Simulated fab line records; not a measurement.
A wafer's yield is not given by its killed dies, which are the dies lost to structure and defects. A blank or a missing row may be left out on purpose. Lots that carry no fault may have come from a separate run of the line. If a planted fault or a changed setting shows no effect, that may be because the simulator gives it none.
Chamber matching ; flow n5 finfet ; N5_STI_FIN_REVEAL_STRIP_24 on rie diel-04 has 4 sister chambers
The step strips in N2/H2, time 90 s. 7 wafers are shown with their chamber, then 7 later ones without.

## EACH WAFER AND ITS CHAMBER
wafer;chamber;showerhead plenum p Torr (Torr);drypump motor current A (A)
L074.5;1;3.40;6.0
L079.2;0;3.49;5.4
L085.2;0;3.48;5.4
L085.3;2;3.32;5.4
L085.4;3;3.20;6.4
L087.2;2;3.32;5.3
L087.4;3;3.20;6.4

## WAFERS WITH NO CHAMBER GIVEN
wafer;showerhead plenum p Torr (Torr);drypump motor current A (A)
L087.6;3.38;6.1
L090.2;3.38;6.1
L090.3;3.31;5.4
L090.4;3.38;6.0
L097.2;3.47;5.4
L097.3;3.19;6.3
L097.5;3.47;5.4

## WHICH CHAMBER EACH ONE RAN IN
wafer;from the rows above;in truth
L087.6;1;1
L090.2;1;1
L090.3;2;2
L090.4;1;1
L097.2;0;0
L097.3;3;3
L097.5;0;0
Placed correctly: 7 of 7. Number that these rows cannot place: 0. Wrongly placed: 0.
How it was worked out, from the rows above alone: a wafer's distance from a chamber is the root of the sum, over the readings, of the square of ((its reading less the chamber's mean) divided by the reading's scatter). The wafer belongs to the nearest chamber; if the next one is less than 2 further off, it can't be placed. A chamber's mean is the mean of its shown wafers. How the scatter is found: for the shown wafers, subtract from each reading the mean of its chamber, square and add these, divide the total by (wafers less chambers), then take the root.
